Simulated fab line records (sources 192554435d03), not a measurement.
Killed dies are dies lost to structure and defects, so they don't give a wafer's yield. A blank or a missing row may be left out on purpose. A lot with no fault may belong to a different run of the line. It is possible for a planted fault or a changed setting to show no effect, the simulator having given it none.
fab line records	flow n5_finfet
record: lots: 7	wafers: 21
route steps=1938 shown BEOL_M4@1059 BEOL_M5@1118 BEOL_M7@1266 BEOL_M8@1362
start_h: the number of hours between the record's first day and the start of the first shown wafer of the lot	wait_h: hours elapsed since this lot's preceding step	" as in the row above	L1.1+2: a single row standing in for several wafers	- no value, or no start given	* or withheld: withheld	< > ~ a bound
route shown NAME@n: a module of which the file shows steps, and the number in the route of the first	usual: the fault-free wafers' mean and standard deviation	same: alike in all rows	chamber/n: place in a boat	sites: per-site readings	_std_site: how widely they spread, as a standard deviation	_edge_site: inner sites' mean taken away from outer sites' mean	radius_mm: for every site, how far away it sits from the centre of the wafer	mask NAME#n: copy n	behind: the most recent tool/chamber to have shaped the wafer	hold: what put the lot on hold/how long, in hours/how the hold closed	device: transistor that didn't switch, given as n, p or np	end of line: at the end of the route, the tests of the same wafers	a step given without rows: its recipe and nothing more	killed: at the first sort, the dies lost to defects and structure; wafer yield is something else	map: dies across one wafer; x = killed, . = not, _ = none there
set.NAME: the setting as run; set.NAME@STEP: as run at that earlier step	model.NAME: the simulator's own value behind a step, which no gauge read
lots whose settings were changed on purpose; a table a step, a row a wafer
== steps ==
step: N5_BEOL_M4_DESCUM_33
recipe: chemistry: O2	time_s: 7	source_power_w: 50	bias_power_w: 20	pressure_mtorr: 20	rf_frequency_hz: 2.712e+07	temp_c: 40	resist: CAR-EUV	o2_flow_sccm: 225
lot.wafer	tool	chamber	start_h	wait_h	set.time_s	model.CAR-EUV_of_BEOL_M4_COAT_22.thk_nm
L076.1+6	rie_diel-03	1,3	168.17	0.3	7	26
L076.3	"	3	"	"	8.397	25.2
L082.2	rie_diel-01	1	214.24	0.0	8.375	25.2
L082.4	"	2	"	"	7	26
L082.5	"	2	"	"	8.375	25.4
L088.1+3	rie_diel-04	0,1	238.17	0.0	7	26.2
L088.4	"	3	"	"	7	26
L090.1+3	rie_diel-01	2,3	245.40	0.0	8.253	25.4
L090.2	"	0	"	"	7	26
L091.3	rie_diel-01	3	270.34	0.0	6.262	26.2
L091.4	"	0	"	"	6.262	26.4
L091.6	"	2	"	"	7	26
L092.1+3+4	rie_diel-03	1,0,2	275.00	0.5	5.434	26.8
L096.2	rie_diel-03	2	295.01	0.0	7	26
L096.3+5	"	0	"	"	7.586	25.8
step: N5_BEOL_M4_ETCH_77
recipe: chemistry: N2/H2	target: underlayer	target_depth_a: 65	mask_material: CAR-EUV	time_s: 5.2	ion_energy_ev: 200	pressure_mtorr: 30	source_w: 840	bias_w: 150	n2_flow_sccm: 200	h2_flow_sccm: 200	ends: cleared
lot.wafer	tool	chamber	start_h	wait_h	set.time_s@BEOL_M4_DESCUM_33	model.CAR-EUV_of_BEOL_M4_COAT_22.thk_nm
L076.1	rie_diel-03	1	168.20	0.0	7	20.4
L076.3	"	3	"	"	8.397	19.6
L076.6	"	3	"	"	7	20.2
L082.2	rie_diel-01	1	214.28	0.0	8.375	19.4
L082.4	"	2	"	"	7	20.2
L082.5	"	2	"	"	8.375	19.6
L088.1+3	rie_diel-04	0,1	238.20	0.0	7	20.4
L088.4	"	3	"	"	7	20.2
L090.1	rie_diel-01	2	245.43	0.0	8.253	19.8
L090.2	"	0	"	"	7	20.2
L090.3	"	3	"	"	8.253	19.6
L091.3+4	rie_diel-01	3,0	270.37	0.0	6.262	20.6
L091.6	"	2	"	"	7	20.4
L092.1+3	rie_diel-03	1,0	275.03	0.0	5.434	21
L092.4	"	2	"	"	5.434	21.2
L096.2	rie_diel-03	2	295.04	0.0	7	20.2
L096.3+5	"	0	"	"	7.586	20
step: N5_BEOL_M4_ETCH_69
recipe: chemistry: CF4	target: SiARC	target_depth_a: 156	mask_material: CAR-EUV	time_s: 26	ion_energy_ev: 80	pressure_mtorr: 40	source_w: 545	bias_w: 36	Ar_flow_sccm: 100	cf4_flow_sccm: 100	ends: cleared
lot.wafer	tool	chamber	start_h	wait_h	set.time_s@BEOL_M4_DESCUM_33	model.CAR-EUV_of_BEOL_M4_COAT_22.thk_nm
L076.1+6	rie_diel-03	1,3	168.22	0.0	7	11
L076.3	"	3	"	"	8.397	10.4
L082.2	rie_diel-01	1	214.29	0.0	8.375	10.2
L082.4	"	2	"	"	7	11
L082.5	"	2	"	"	8.375	10.4
L088.1+3	rie_diel-04	0,1	238.22	0.0	7	11.2
L088.4	"	3	"	"	7	11
L090.1+3	rie_diel-01	2,3	245.45	0.0	8.253	10.4
L090.2	"	0	"	"	7	11
L091.3+4	rie_diel-01	3,0	270.39	0.0	6.262	11.4
L091.6	"	2	"	"	7	11.2
L092.1+3+4	rie_diel-03	1,0,2	275.05	0.0	5.434	11.8
L096.2	rie_diel-03	2	295.06	0.0	7	11
L096.3+5	"	0	"	"	7.586	10.8
step: N5_BEOL_M4_ALD_98
recipe: material: SiO2	target_thk_a: 25	temp_c: 100	ald_precursor_family: BDEAS	ald_co_reactant: O2-plasma	pulse_time_s: 1	co_reactant_pulse_time_s: 1	purge_time_s: 2	co_reactant_purge_time_s: 2	ald_cycles: 17	pressure_torr: 2
step: N5_BEOL_M4_ETCHBACK_99
recipe: chemistry: CHF3	target: SiO2	target_depth_a: 50	time_s: 10.4	source_w: 215	bias_w: 47	Ar_flow_sccm: 200	CHF3_flow_sccm: 12	ion_energy_ev: 100	pressure_mtorr: 30
lot.wafer	tool	chamber	start_h	wait_h	set.time_s@BEOL_M4_DESCUM_33	model.CAR-EUV_of_BEOL_M4_COAT_22.thk_nm
L076.1	rie_diel-03	2	168.47	0.1	7	10.4
L076.3	"	1	"	"	8.397	9.6
L076.6	"	1	"	"	7	10.2
L082.2	rie_diel-01	2	214.57	0.1	8.375	9.6
L082.4	"	0	"	"	7	10.2
L082.5	"	2	"	"	8.375	9.8
L088.1+3	rie_diel-03	1,0	238.45	0.1	7	10.6
L088.4	"	3	"	"	7	10.4
L090.1	rie_diel-01	2	247.12	1.5	8.253	9.8
L090.2	"	0	"	"	7	10.2
L090.3	"	3	"	"	8.253	9.6
L091.3	rie_diel-03	1	272.17	1.5	6.262	10.6
L091.4	"	0	"	"	6.262	10.8
L091.6	"	1	"	"	7	10.4
L092.1+3+4	rie_diel-04	1,2,3	275.48	0.3	5.434	11.2
L096.2	rie_diel-03	2	297.73	1.7	7	10.2
L096.3+5	"	2	"	"	7.586	10
step: N5_BEOL_M5_COAT_60
recipe: resist: SiARC	temp_c: 220	time_s: 60	spin_rpm: 1500	resist_thk_nm: 12
lot.wafer	tool	chamber	start_h	wait_h	set.spin_rpm	model.SiARC_of_BEOL_M5_COAT_60.thk_nm
L076.1+6	litho_track-01	0	-	-	1575	11.8
L076.3	"	0	"	"	1500	12
L082.2+4	litho_track-01	0	-	-	1562	11.8
L082.5	"	0	"	"	1500	12
L088.1+3+4	litho_track-05	0	-	-	1500	12
L090.1+2	litho_track-01	0	-	-	1500	12
L090.3	"	0	"	"	1603	11.4
L091.3+6	litho_track-01	0	-	-	1500	12
L091.4	"	0	"	"	1637	11.4
L092.1+4	litho_track-01	0	-	-	1661	11.4
L092.3	"	0	"	"	1500	12
L096.2+3+5	litho_track-01	0	-	-	1500	12
step: N5_BEOL_M5_COAT_71
recipe: resist: underlayer	temp_c: 205	time_s: 60	spin_rpm: 1500	resist_thk_nm: 5
step: N5_BEOL_M5_COAT_05
recipe: resist: CAR-EUV	spin_rpm: 1500	resist_thk_nm: 30
step: N5_BEOL_M5_DESCUM_16
recipe: chemistry: O2	time_s: 7	source_power_w: 50	bias_power_w: 20	pressure_mtorr: 20	rf_frequency_hz: 2.712e+07	temp_c: 40	resist: CAR-EUV	o2_flow_sccm: 225
step: N5_BEOL_M5_ETCH_72
recipe: chemistry: N2/H2	target: underlayer	target_depth_a: 65	mask_material: CAR-EUV	time_s: 5.2	ion_energy_ev: 200	pressure_mtorr: 30	source_w: 840	bias_w: 150	n2_flow_sccm: 200	h2_flow_sccm: 200	ends: cleared
step: N5_BEOL_M5_ETCH_61
recipe: chemistry: CF4	target: SiARC	target_depth_a: 156	mask_material: CAR-EUV	time_s: 26	ion_energy_ev: 80	pressure_mtorr: 40	source_w: 545	bias_w: 36	Ar_flow_sccm: 100	cf4_flow_sccm: 100	ends: cleared
lot.wafer	tool	chamber	start_h	wait_h	set.spin_rpm@BEOL_M5_COAT_60	model.etch.depth_nm
L076.1	rie_diel-02	3	175.97	0.0	1575	11.7
L076.3	"	0	"	"	1500	11.99
L076.6	"	3	"	"	1575	11.72
L082.2	rie_diel-02	3	222.41	0.0	1562	11.74
L082.4	"	1	"	"	1562	11.75
L082.5	"	1	"	"	1500	11.97
L088.1	rie_diel-02	0	248.08	0.0	1500	11.98
L088.3+4	"	2,3	"	"	1500	11.99
L090.1	rie_diel-06	3	258.38	0.0	1500	11.92
L090.2	"	1	"	"	1500	11.91
L090.3	"	2	"	"	1603	11.49
L091.3	rie_diel-05	0	279.49	0.0	1500	11.96
L091.4	"	2	"	"	1637	11.45
L091.6	"	1	"	"	1500	11.99
L092.1	rie_diel-05	0	284.20	0.0	1661	11.4
L092.3	"	3	"	"	1500	12
L092.4	"	2	"	"	1661	11.39
L096.2	rie_diel-05	2	306.14	0.0	1500	11.95
L096.3	"	3	"	"	1500	11.96
L096.5	"	1	"	"	1500	11.92
step: N5_BEOL_M5_ETCH_62
recipe: chemistry: N2/H2	target: SOC	target_depth_a: 750	overetch_a: 150	mask_material: SiARC	temp_c: 40	time_s: 112.5	ion_energy_ev: 200	pressure_mtorr: 30	source_w: 840	bias_w: 150	n2_flow_sccm: 200	h2_flow_sccm: 200
lot.wafer	tool	chamber	start_h	wait_h	set.spin_rpm@BEOL_M5_COAT_60	model.SiARC_of_BEOL_M5_COAT_60.thk_nm
L076.1+6	rie_diel-02	3	176.00	0.0	1575	6.6
L076.3	"	0	"	"	1500	7
L082.2	rie_diel-02	3	222.44	0.0	1562	6.6
L082.4	"	1	"	"	1562	6.4
L082.5	"	1	"	"	1500	6.6
L088.1+4	rie_diel-02	0,3	248.10	0.0	1500	7
L088.3	"	2	"	"	1500	6.8
L090.1	rie_diel-06	3	258.41	0.0	1500	7
L090.2	"	1	"	"	1500	6.8
L090.3	"	2	"	"	1603	6.2
L091.3	rie_diel-05	0	279.52	0.0	1500	6.4
L091.4	"	2	"	"	1637	6.2
L091.6	"	1	"	"	1500	6.8
L092.1	rie_diel-05	0	284.22	0.0	1661	6
L092.3	"	3	"	"	1500	6.8
L092.4	"	2	"	"	1661	6.2
L096.2+3+5	rie_diel-05	2,3,1	306.17	0.0	1500	6.8
step: N5_BEOL_M7_PECVD_70
recipe: material: SiO2	target_thk_a: 200	temp_c: 400	precursor: TEOS/O2	pressure_torr: 5.5	rf_w: 450	teos_flow_sccm: 53.8	gas: O2	flow_sccm: 3000	time_s: 22.7
lot.wafer	tool	chamber	start_h	wait_h	set.temp_c	model.SiO2_of_BEOL_M7_PECVD_70.thk_nm
L076.1	pecvd-02	1	197.61	0.0	400	19.6
L076.3	"	0	"	"	405.5	19
L076.6	"	2	"	"	405.5	19.2
L082.2+5	pecvd-04	0,1	238.83	0.0	400	19.6
L082.4	"	0	"	"	400	19.8
L088.1	pecvd-02	1	270.65	0.0	400	19.8
L088.3	"	2	"	"	400	20.2
L088.4	"	1	"	"	400	20.4
L090.1	pecvd-02	1	277.46	0.0	400	20.2
L090.2	"	2	"	"	400	20
L090.3	"	0	"	"	400	19.4
L091.3	pecvd-02	1	300.20	0.0	400	19.8
L091.4	"	2	"	"	400	20.2
L091.6	"	0	"	"	384.3	22
L092.1	pecvd-04	2	305.56	0.0	400	19.8
L092.3	"	1	"	"	400	20.2
L092.4	"	2	"	"	400	20
L096.2	pecvd-04	1	327.26	0.0	384.9	21.8
L096.3	"	2	"	"	400	20
L096.5	"	0	"	"	400	20.4
step: N5_BEOL_M7_COAT_71
recipe: resist: underlayer	temp_c: 205	time_s: 60	spin_rpm: 1500	resist_thk_nm: 5
lot.wafer	tool	chamber	start_h	wait_h	set.spin_rpm
L076.1+3+6	litho_track-01	0	-	-	1500
L082.2+4	litho_track-02	0	-	-	1581
L082.5	"	0	"	"	1500
L088.1+3+4	litho_track-03	0	-	-	1500
L090.1+2	litho_track-02	0	-	-	1643
L090.3	"	0	"	"	1500
L091.3+4+6	litho_track-01	0	-	-	1500
L092.1+4	litho_track-03	0	-	-	1500
L092.3	"	0	"	"	1361
L096.2+5	litho_track-02	0	-	-	1500
L096.3	"	0	"	"	1595
step: N5_BEOL_M7_DESCUM_33
recipe: chemistry: O2	time_s: 7	source_power_w: 50	bias_power_w: 20	pressure_mtorr: 20	rf_frequency_hz: 2.712e+07	temp_c: 40	resist: CAR-EUV	o2_flow_sccm: 225
lot.wafer	tool	chamber	start_h	wait_h	set.time_s	model.CAR-EUV_of_BEOL_M7_COAT_22.thk_nm
L076.1	rie_diel-02	0	200.01	0.0	7.786	25.6
L076.3	"	3	"	"	7	26.2
L076.6	"	1	"	"	7	26
L082.2+5	rie_diel-06	3	243.29	0.2	7	26
L082.4	"	1	"	"	7.66	25.6
L088.1+4	rie_diel-02	0,1	273.21	0.0	7	25.8
L088.3	"	3	"	"	7	26
L090.1+2	rie_diel-05	0,2	280.44	0.3	7	25.8
L090.3	"	1	"	"	7	26
L091.3+4+6	rie_diel-05	2,2,3	302.94	0.1	7	26
L092.1+3+4	rie_diel-06	0,1,3	307.58	0.3	7	26.2
L096.2	rie_diel-06	1	330.94	0.0	7	26.4
L096.3	"	3	"	"	7.994	25.8
L096.5	"	0	"	"	7	26.2
step: N5_BEOL_M7_ETCH_72
recipe: chemistry: N2/H2	target: underlayer	target_depth_a: 65	mask_material: CAR-EUV	time_s: 5.2	ion_energy_ev: 200	pressure_mtorr: 30	source_w: 840	bias_w: 150	n2_flow_sccm: 200	h2_flow_sccm: 200	ends: cleared
lot.wafer	tool	chamber	start_h	wait_h	set.spin_rpm@BEOL_M7_COAT_71	model.etch.depth_nm
L076.1	rie_diel-02	0	200.04	0.0	1500	4.992
L076.3	"	3	"	"	1500	4.993
L076.6	"	1	"	"	1500	4.995
L082.2	rie_diel-06	3	243.33	0.0	1581	4.868
L082.4	"	1	"	"	1581	4.85
L082.5	"	3	"	"	1500	4.984
L088.1	rie_diel-02	0	273.25	0.0	1500	5.021
L088.3	"	3	"	"	1500	5.011
L088.4	"	1	"	"	1500	5.022
L090.1	rie_diel-05	0	280.47	0.0	1643	4.786
L090.2	"	2	"	"	1643	4.774
L090.3	"	1	"	"	1500	5.013
L091.3	rie_diel-05	2	302.98	0.0	1500	4.997
L091.4	"	2	"	"	1500	4.999
L091.6	"	3	"	"	1500	4.995
L092.1	rie_diel-06	0	307.61	0.0	1500	5.026
L092.3	"	1	"	"	1361	5.276
L092.4	"	3	"	"	1500	5.017
L096.2	rie_diel-06	1	330.97	0.0	1500	5.036
L096.3	"	3	"	"	1595	4.852
L096.5	"	0	"	"	1500	5.022
step: N5_BEOL_M7_ETCH_65
recipe: chemistry: CF4	target: SiARC	target_depth_a: 156	mask_material: CAR-EUV	time_s: 26	ion_energy_ev: 80	pressure_mtorr: 40	source_w: 545	bias_w: 36	Ar_flow_sccm: 100	cf4_flow_sccm: 100	ends: cleared
step: N5_BEOL_M7_ETCH_66
recipe: chemistry: N2/H2	target: SOC	target_depth_a: 800	overetch_a: 160	mask_material: SiARC	temp_c: 40	time_s: 120	ion_energy_ev: 200	pressure_mtorr: 30	source_w: 840	bias_w: 150	n2_flow_sccm: 200	h2_flow_sccm: 200
step: N5_BEOL_M7_STRIP_80
recipe: chemistry: N2/H2	time_s: 10	power_w: 450	temp_c: 40	pressure_mtorr: 20	rf_frequency_hz: 6e+07	bias_power_w: 7	n2_flow_sccm: 200	h2_flow_sccm: 200
step: N5_BEOL_M7_HM_STRIP_39
recipe: chemistry: peroxide_tin_strip	material: TiN	target_depth_a: 250	temp_c: 50	time_s: 158
lot.wafer	tool	chamber	start_h	wait_h	set.temp_c@BEOL_M7_PECVD_70	model.SiO2_of_BEOL_M7_PECVD_70.thk_nm
L076.1	wet_bench-01	3	200.47	0.0	400	19.6
L076.3	"	7	"	"	405.5	18.8
L076.6	"	4	"	"	405.5	19
L082.2	wet_bench-01	3	243.75	0.0	400	19.4
L082.4+5	"	2,6	"	"	400	19.6
L088.1	wet_bench-04	5	273.67	0.0	400	19.6
L088.3	"	6	"	"	400	20
L088.4	"	3	"	"	400	20.2
L090.1	wet_bench-04	4	280.90	0.0	400	20
L090.2	"	0	"	"	400	19.8
L090.3	"	5	"	"	400	19.2
L091.3	wet_bench-01	1	303.41	0.0	400	19.6
L091.4	"	3	"	"	400	20
L091.6	"	2	"	"	384.3	22
L092.1	wet_bench-01	1	308.04	0.0	400	19.6
L092.3	"	0	"	"	400	20
L092.4	"	5	"	"	400	19.8
L096.2	wet_bench-02	2	331.40	0.0	384.9	21.6
L096.3	"	6	"	"	400	19.8
L096.5	"	3	"	"	400	20.2
step: N5_BEOL_M8_EXPOSE_25
recipe: mask_id: V7	na: 0.33	source_shape: annular	sigma_inner: 0.4	sigma_outer: 0.8	polarization: unpolarized	target_cd_nm: 40	dose_mj: 42.5
lot.wafer	tool	chamber	start_h	wait_h	mask	set.dose_mj
L076.1	euv_scanner-02	0	206.84	-	V7#0	39.47
L076.3+6	"	0	"	"	V7#0	42.5
L082.2+4	euv_scanner-02	0	256.24	-	V7#0	42.5
L082.5	"	0	"	"	V7#0	41.5
L088.1+3+4	euv_scanner-01	0	280.10	-	V7#0	42.5
L090.1+2	euv_scanner-01	0	289.50	-	V7#0	40.03
L090.3	"	0	"	"	V7#0	42.5
L091.3+4+6	euv_scanner-01	0	312.92	-	V7#0	45.56
L092.1+3+4	euv_scanner-02	0	316.61	-	V7#0	42.5
L096.2+3	euv_scanner-01	0	336.50	-	V7#0	42.5
L096.5	"	0	"	"	V7#0	43.39
step: N5_BEOL_M8_PEB_26
recipe: peb_temp_c: 100	peb_time_s: 60	resist: CAR-EUV
step: N5_BEOL_M8_DEVELOP_27
recipe: develop_time_s: 30	developer: TMAH	resist: CAR-EUV	rinse_liquid: surfactant_rinse	dry: air_spin	dev_temp_c: 23
step: N5_BEOL_M8_CD_MEAS_28
recipe: target_cd_nm: 40	landing_energy_ev: 500	detector: se_inlens
usual: cd_nm: 40.10/0.22
lot.wafer	tool	chamber	start_h	wait_h	set.dose_mj@BEOL_M8_EXPOSE_25	cd_nm
L076.1	cd_sem-01	0	206.97	-	39.47	38.70
L076.3	"	0	"	"	42.5	40.10
L076.6	"	0	"	"	42.5	39.83
L082.2	cd_sem-03	0	256.36	-	42.5	40.25
L082.4	"	0	"	"	42.5	40.21
L082.5	"	0	"	"	41.5	39.49
L088.1	cd_sem-02	0	280.24	-	42.5	40.22
L088.3	"	0	"	"	42.5	40.58
L088.4	"	0	"	"	42.5	40.06
L090.1	cd_sem-02	0	289.63	-	40.03	39.00
L090.2	"	0	"	"	40.03	38.76
L090.3	"	0	"	"	42.5	39.99
L091.3	cd_sem-01	0	313.04	-	45.56	41.46
L091.4	"	0	"	"	45.56	41.54
L091.6	"	0	"	"	45.56	41.77
L092.1	cd_sem-01	0	316.74	-	42.5	40.12
L092.3	"	0	"	"	42.5	39.83
L092.4	"	0	"	"	42.5	39.83
L096.2	cd_sem-02	0	336.63	-	42.5	40.01
L096.3	"	0	"	"	42.5	40.04
L096.5	"	0	"	"	43.39	40.64
step: N5_BEOL_M8_DESCUM_33
recipe: chemistry: O2	time_s: 7	source_power_w: 50	bias_power_w: 20	pressure_mtorr: 20	rf_frequency_hz: 2.712e+07	temp_c: 40	resist: CAR-EUV	o2_flow_sccm: 225
lot.wafer	tool	chamber	start_h	wait_h	set.dose_mj@BEOL_M8_EXPOSE_25	model.BEOL_M8.cd_nm
L076.1	rie_diel-03	1	207.44	0.4	39.47	38.6
L076.3+6	"	0,2	"	"	42.5	40.2
L082.2+4	rie_diel-03	3,1	256.49	0.0	42.5	40
L082.5	"	0	"	"	41.5	39.4
L088.1	rie_diel-01	2	280.36	0.0	42.5	40
L088.3	"	0	"	"	42.5	40.4
L088.4	"	3	"	"	42.5	40.2
L090.1	rie_diel-04	0	290.00	0.3	40.03	38.8
L090.2	"	2	"	"	40.03	39
L090.3	"	3	"	"	42.5	40
L091.3+6	rie_diel-03	1,0	313.53	0.4	45.56	41.6
L091.4	"	2	"	"	45.56	41.8
L092.1	rie_diel-03	1	317.74	0.9	42.5	40
L092.3+4	"	0,2	"	"	42.5	39.8
L096.2+3	rie_diel-03	1,3	337.30	0.6	42.5	40.2
L096.5	"	0	"	"	43.39	40.8
step: N5_BEOL_M8_ETCH_72
recipe: chemistry: N2/H2	target: underlayer	target_depth_a: 65	mask_material: CAR-EUV	time_s: 5.2	ion_energy_ev: 200	pressure_mtorr: 30	source_w: 840	bias_w: 150	n2_flow_sccm: 200	h2_flow_sccm: 200	ends: cleared
lot.wafer	tool	chamber	start_h	wait_h	set.dose_mj@BEOL_M8_EXPOSE_25	model.BEOL_M8.cd_nm
L076.1	rie_diel-03	1	207.48	0.0	39.47	38.6
L076.3	"	0	"	"	42.5	40.4
L076.6	"	2	"	"	42.5	40.2
L082.2+4	rie_diel-03	3,1	256.52	0.0	42.5	40
L082.5	"	0	"	"	41.5	39.4
L088.1	rie_diel-01	2	280.39	0.0	42.5	39.8
L088.3	"	0	"	"	42.5	40.4
L088.4	"	3	"	"	42.5	40.2
L090.1	rie_diel-04	0	290.04	0.0	40.03	38.8
L090.2	"	2	"	"	40.03	39
L090.3	"	3	"	"	42.5	40.2
L091.3	rie_diel-03	1	313.56	0.0	45.56	41.6
L091.4+6	"	2,0	"	"	45.56	41.8
L092.1+3+4	rie_diel-03	1,0,2	317.77	0.0	42.5	39.8
L096.2+3	rie_diel-03	1,3	337.34	0.0	42.5	40.2
L096.5	"	0	"	"	43.39	40.8
== key ==
split: step: N5_BEOL_M4_DESCUM_33	setting: time_s	stated: 7	by: wafer
response: step: N5_BEOL_M4_DESCUM_33	reading: model.CAR-EUV_of_BEOL_M4_COAT_22.thk_nm	change: -0.0352	per: 1%	r: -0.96
response: step: N5_BEOL_M4_ETCH_77	reading: model.CAR-EUV_of_BEOL_M4_COAT_22.thk_nm	change: -0.0315	per: 1%	r: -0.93
response: step: N5_BEOL_M4_ETCH_69	reading: model.CAR-EUV_of_BEOL_M4_COAT_22.thk_nm	change: -0.0313	per: 1%	r: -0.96
response: step: N5_BEOL_M4_ETCHBACK_99	reading: model.CAR-EUV_of_BEOL_M4_COAT_22.thk_nm	change: -0.0292	per: 1%	r: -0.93
split: step: N5_BEOL_M5_COAT_60	setting: spin_rpm	stated: 1500	by: wafer
response: step: N5_BEOL_M5_COAT_60	reading: model.SiARC_of_BEOL_M5_COAT_60.thk_nm	change: -0.0621	per: 1%	r: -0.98
response: step: N5_BEOL_M5_ETCH_61	reading: model.etch.depth_nm	change: -0.0573	per: 1%	r: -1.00
response: step: N5_BEOL_M5_ETCH_62	reading: model.SiARC_of_BEOL_M5_COAT_60.thk_nm	change: -0.0639	per: 1%	r: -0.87
split: step: N5_BEOL_M7_PECVD_70	setting: temp_c	stated: 400	by: wafer
response: step: N5_BEOL_M7_PECVD_70	reading: model.SiO2_of_BEOL_M7_PECVD_70.thk_nm	change: -0.462	per: 1%	r: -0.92
response: step: N5_BEOL_M7_HM_STRIP_39	reading: model.SiO2_of_BEOL_M7_PECVD_70.thk_nm	change: -0.496	per: 1%	r: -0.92
split: step: N5_BEOL_M7_COAT_71	setting: spin_rpm	stated: 1500	by: wafer
response: step: N5_BEOL_M7_ETCH_72	reading: model.etch.depth_nm	change: -0.0259	per: 1%	r: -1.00
split: step: N5_BEOL_M7_DESCUM_33	setting: time_s	stated: 7	by: wafer
response: step: N5_BEOL_M7_DESCUM_33	reading: model.CAR-EUV_of_BEOL_M7_COAT_22.thk_nm	change: -0.0396	per: 1%	r: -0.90
split: step: N5_BEOL_M8_EXPOSE_25	setting: dose_mj	stated: 42.5	by: wafer
response: step: N5_BEOL_M8_CD_MEAS_28	reading: cd_nm	change: +0.196	per: 1%	r: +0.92
response: step: N5_BEOL_M8_DESCUM_33	reading: model.BEOL_M8.cd_nm	change: +0.217	per: 1%	r: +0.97
response: step: N5_BEOL_M8_ETCH_72	reading: model.BEOL_M8.cd_nm	change: +0.236	per: 1%	r: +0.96
